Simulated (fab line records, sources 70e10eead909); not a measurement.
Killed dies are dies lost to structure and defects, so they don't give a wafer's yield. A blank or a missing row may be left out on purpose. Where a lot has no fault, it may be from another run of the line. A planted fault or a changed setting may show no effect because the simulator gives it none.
Which of the tools did it? ; flow nand-harc ; Sampling: 13 lots, 37 wafers, 6 of 1159 route steps

## WHAT EACH GAUGE READ, for each wafer
NHARC_A_CONTACT_INSPECT_23. Usual: raw-defect-count at 404, with a standard deviation of 100.
lot;measured;on;raw-defect-count;flag
L631;day 17 06:26;defect-inspect-01;334 466 377;
L630;day 17 07:56;defect-inspect-01;356 541 369;
L632;day 17 08:41;defect-inspect-02;576 360 323;
L634;day 18 06:22;defect-inspect-02;436 360 353;
L638;day 19 09:25;defect-inspect-02;2594 2418;OFF
L637;day 19 10:35;defect-inspect-02;306 360 363;
L641;day 20 03:41;defect-inspect-01;2210 450 461;OFF
L642;day 20 07:17;defect-inspect-02;2125 2406;OFF
L645;day 21 03:58;defect-inspect-01;734 315 436;
L647;day 21 16:55;defect-inspect-01;295 252 364;
L644;day 21 18:13;defect-inspect-02;310 316 469;
L650;day 22 09:25;defect-inspect-01;382 519 390;
L651;day 22 15:23;defect-inspect-02;473 290 465;

NHARC_END_SORT_01. Usual: killed-at-array 31, standard deviation 11; killed-at-other 0.5, standard deviation 0.78; killed-at-periphery 3.0, standard deviation 2; killed-dies 34, standard deviation 12; killed-open 3.2, standard deviation 2; killed-short 1.9, standard deviation 1.6.
lot;measured;on;killed-at-array;killed-at-other;killed-at-periphery;killed-dies;killed-open;killed-short;flag
L638;day 21 17:05;prober-02;674 676;1 1;2 0;677 677;0 2;2 1;OFF
L641;day 22 07:40;prober-02;499 47 48;0 0 0;2 3 1;501 50 49;3 4 3;0 6 0;OFF
L642;day 22 06:01;prober-01;571 673;0 1;4 3;575 677;3 3;3 7;OFF

## TOOL THAT RAN EACH LOT (tool first, then ch and the chambers of the sampled wafers, then the start)
lot;NHARC_A_CONTACT_ETCH_129;NHARC_A_CONTACT_ETCH_133;NHARC_A_CONTACT_ALD_18;NHARC_A_CONTACT_CMP_20
L631;har-cap-etch-03 ch 0,1, day 16 13:02;har-cap-etch-03 ch 0,1, day 16 13:37;ald-metal-03 ch 1,2,3, day 16 22:28;cmp-04 ch 0,1,2, day 17 06:04
L630;har-cap-etch-02 ch 0,1, day 16 15:58;har-cap-etch-02 ch 0,1, day 16 16:34;ald-metal-02 ch 0,2,3, day 17 00:29;cmp-01 ch 0,2,3, day 17 07:35
L632;har-cap-etch-01 ch 0,1, day 16 18:44;har-cap-etch-01 ch 0,1, day 16 19:19;ald-metal-03 ch 0,1,2, day 17 04:08;cmp-04 ch 1,3, day 17 08:18
L634;har-cap-etch-03 ch 0,1, day 17 19:24;har-cap-etch-03 ch 0,1, day 17 20:01;ald-metal-01 ch 0,1,3, day 18 03:17;cmp-01 ch 0,1,2, day 18 05:58
L638;har-cap-etch-03 ch 0, day 18 19:22;har-cap-etch-03 ch 0, day 18 19:58;ald-metal-03 ch 0,3, day 19 04:58;cmp-04 ch 0,1, day 19 09:01
L637;har-cap-etch-01 ch 0,1, day 18 21:03;har-cap-etch-01 ch 0,1, day 18 21:40;ald-metal-02 ch 1,2, day 19 06:38;cmp-03 ch 1,3, day 19 10:11
L641;har-cap-etch-02 ch 0,1, day 19 15:47;har-cap-etch-02 ch 0,1, day 19 16:25;ald-metal-01 ch 0,3, day 19 23:47;cmp-04 ch 0,1,2, day 20 03:22
L642;har-cap-etch-03 ch 0,1, day 19 16:28;har-cap-etch-03 ch 0,1, day 19 17:03;ald-metal-01 ch 1,2, day 20 00:53;cmp-04 ch 2,3, day 20 06:56
L645;har-cap-etch-01 ch 1, day 20 16:19;har-cap-etch-01 ch 1, day 20 16:53;ald-metal-01 ch 1,3, day 21 01:02;cmp-03 ch 1,2,3, day 21 03:35
L647;har-cap-etch-02 ch 0,1, day 20 17:11;har-cap-etch-02 ch 0,1, day 20 17:46;ald-metal-01 ch 0,3, day 21 03:26;cmp-01 ch 1,2,3, day 21 16:32
L644;har-cap-etch-03 ch 0,1, day 21 02:59;har-cap-etch-03 ch 0,1, day 21 03:33;ald-metal-01 ch 0,2,3, day 21 13:43;cmp-03 ch 0,1,3, day 21 17:49
L650;har-cap-etch-01 ch 0,1, day 21 22:08;har-cap-etch-01 ch 0,1, day 21 22:44;ald-metal-01 ch 0,1, day 22 07:54;cmp-03 ch 0,2,3, day 22 09:04
L651;har-cap-etch-03 ch 0,1, day 22 02:15;har-cap-etch-03 ch 0,1, day 22 02:50;ald-metal-02 ch 1,3, day 22 12:11;cmp-04 ch 0,3, day 22 14:59
- NHARC_A_CONTACT_ETCH_129: etches the open film in C4F8/O2/Ar, time 155 s, target depth 956 nm.
- NHARC_A_CONTACT_ETCH_133: etches the open film in C4F8/O2/Ar, time 195 s, target depth 840 nm.
- NHARC_A_CONTACT_ALD_18: deposits TiN, target thk 3 nm, pulse time 1 s, ald cycles 150.
- NHARC_A_CONTACT_CMP_20: polishes, t overpolish 30 s, target thk 300 nm.

## WHAT THE TOOLS THEMSELVES READ (means of the sampled wafers that have a number; where no wafer has one, the mark that the record gives instead)
NHARC_A_CONTACT_ALD_18. Usual: heater-power-w 1047 W, standard deviation 110; precursor-pulse-height-rel 1.003, standard deviation 0.02.
lot;tool;heater-power-w (W);precursor-pulse-height-rel;flag
L631;ald-metal-03;967;1.007;
L630;ald-metal-02;1028;1.011;
L632;ald-metal-03;973;0.988;
L634;ald-metal-01;1036;0.995;
L638;ald-metal-03;1038;0.999;
L637;ald-metal-02;1310;1.018;
L641;ald-metal-01;1022;1.004;
L642;ald-metal-01;1072;1.000;
L645;ald-metal-01;1001;1.022;
L647;ald-metal-01;1028;0.978;
L644;ald-metal-01;1080;0.992;
L650;ald-metal-01;1032;1.004;
L651;ald-metal-02;1126;0.996;

NHARC_A_CONTACT_CMP_20. Usual: motor-current-A 12.3 A, standard deviation 1; overpolish-run-s 30.000 s, standard deviation 0.0089; time-to-endpoint-s 59 s, standard deviation 3.2.
lot;tool;motor-current-A (A);overpolish-run-s (s);time-to-endpoint-s (s);flag
L631;cmp-04;12.6;30.002;56;
L630;cmp-01;11.3;29.999;59;
L632;cmp-04;12.8;30.002;55;
L634;cmp-01;11.5;29.989;57;
L638;cmp-04;13.0;0.046;118;OFF
L637;cmp-03;12.7;30.002;62;
L641;cmp-04;12.6;20.017;79;OFF
L642;cmp-04;12.1;0.033;118;OFF
L645;cmp-03;12.5;29.994;63;
L647;cmp-01;11.9;29.990;63;
L644;cmp-03;12.7;30.005;59;
L650;cmp-03;12.8;30.009;58;
L651;cmp-04;12.6;30.003;63;

## THE ANSWER, worked out from the rows above alone
Rule: lot off if the mean of its wafers having a number is beyond 3 standard deviations from the usual mean. Also off: a lot with no number at a reading for which 4 or more lots have one. All remaining lots with rows at the step are treated as sound. Order of review: gauges by route order, followed by the tools' own readings, for which a lot's mean as printed above is used. The first step at which some lot is off is used, and at that step the reading that is off furthest; a lot without a number counts as furthest.
Off at NHARC_A_CONTACT_INSPECT_23 (raw-defect-count): L638, L641, L642.
A tool fits if, at a process step before that reading, it ran every lot that is off, and no sound lot after the first of them. The gauges at NHARC_A_CONTACT_INSPECT_23 aren't tried: what is off there is off at NHARC_END_SORT_01 too, on other tools, and a gauge's error can't cause that. Not one of the candidates tried fits.

## WHAT THE SIMULATOR PUT IN
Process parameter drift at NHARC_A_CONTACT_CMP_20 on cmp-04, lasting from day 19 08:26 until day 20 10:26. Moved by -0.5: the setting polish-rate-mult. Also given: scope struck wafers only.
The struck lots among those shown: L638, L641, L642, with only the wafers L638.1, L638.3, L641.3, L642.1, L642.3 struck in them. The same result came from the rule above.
